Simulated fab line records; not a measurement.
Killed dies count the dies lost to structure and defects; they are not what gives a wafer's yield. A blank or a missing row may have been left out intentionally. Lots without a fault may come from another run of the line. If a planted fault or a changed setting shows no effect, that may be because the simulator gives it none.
Struck lot and sound lot, side by side :: flow nandHarc :: 14 out of 1302 route steps
Sound: the wafers L662.3, L662.4, L662.6. Struck: wafer L655.1 (left out: L655.4, a lot-mate that was not struck); the cause follows at the end.
Each step with rows lists, per side, the tool, then ch with its chambers, then its first start. Under that, the readings that differ: sound wafers :: struck wafers :: difference of the means :: sigmas: that difference in standard deviations of wafers without a fault.
alike: readings whose means differ by less than 2 such deviations, and words and numbers that are the same on both sides. not compared: withheld readings, readings that some wafer has no value for, bounds like >300 that may hide the same value, and numbers for which the record gives no deviation and whose values overlap.
A row with sigmas, a row that says differs or no value, or rows on one side alone: a step with any of these is where the two part. When numbers do not overlap yet have no deviation, they are printed without sigmas and do not part them. Lack of a reading on every wafer of one side parts them only where that side has two or more wafers.

first, 9 steps without rows for these wafers: NHARC_A_STAIRCASE_DEHYDRATE_176 (time 120 s); NHARC_A_STAIRCASE_HMDS_177 (time 30 s); NHARC_A_STAIRCASE_COAT_178; NHARC_A_STAIRCASE_SOFTBAKE_179 (time 170 s); NHARC_A_STAIRCASE_EBR_180; NHARC_A_STAIRCASE_EXPOSE_181 (exposes mask STAIR 2); NHARC_A_STAIRCASE_PEB_182 (peb time 130 s); NHARC_A_STAIRCASE_DEVELOP_183 (time 140 s); NHARC_A_STAIRCASE_HARDBAKE_185 (time 140 s).
NHARC_A_STAIRCASE_DESCUM_186: chemistry O2, time 3 s.
  sound on rieDiel-13 ch 0,2,3, day 25 07:20; struck on rieDiel-03 ch 3, day 22 02:32
reading: oesProductAu (a.u.)
sound: 1.000 0.997 0.978
struck: 1.018
difference: +0.026
sigmas: +2
  alike: drypumpMotorCurrentA, rfVppV, showerheadPlenumPTorr, throttleValvePct
  not compared: rfHoursCounterH
NHARC_A_STAIRCASE_TRIM_187: chemistry O2, time 211.2 s.
  sound on rieDiel-13 ch 0,1, day 25 07:26; struck on rieDiel-03 ch 0, day 22 02:38
  alike: drypumpMotorCurrentA, oesProductAu, rfVppV, showerheadPlenumPTorr, throttleValvePct
  not compared: rfHoursCounterH
NHARC_A_STAIRCASE_ETCH_188: etches the open film in C4F8/O2, target depth 100 nm, time 40.5 s.
  sound on rieDiel-13 ch 2,3, day 25 07:35; struck on rieDiel-03 ch 0, day 22 02:47
reading: oesProductAu (a.u.)
sound: 0.937 0.925 0.933
struck: 1.104
difference: +0.172
sigmas: +11
  alike: rfVppV
  not compared: rfHoursCounterH
NHARC_A_STAIRCASE_TRIM_189: chemistry O2, time 211.2 s.
  sound on rieDiel-13 ch 0,3; struck on rieDiel-03 ch 0
reading: drypumpMotorCurrentA (A)
sound: 5.1 5.9 5.1
struck: 6.1
difference: +0.7
sigmas: +2

reading: showerheadPlenumPTorr (Torr)
sound: 3.32 3.59 3.32
struck: 3.80
difference: +0.39
sigmas: +2
  alike: oesProductAu, rfVppV, throttleValvePct
  not compared: rfHoursCounterH
-- the record jumps here: 9 days lie between the struck wafers' starts before and after (it left off in module A_STAIRCASE and takes up again in module END, whose first step shown is number 1302 of the route) --
NHARC_END_SORT_01:
  at this point the record logs the struck wafers (prober-01 ch 0, day 30 17:16) and has no rows for the sound ones

== WHERE THEY PART ==
Earliest at NHARC_A_STAIRCASE_DESCUM_186; latest, in this record, at NHARC_END_SORT_01.

WHY: the cause the simulator had injected
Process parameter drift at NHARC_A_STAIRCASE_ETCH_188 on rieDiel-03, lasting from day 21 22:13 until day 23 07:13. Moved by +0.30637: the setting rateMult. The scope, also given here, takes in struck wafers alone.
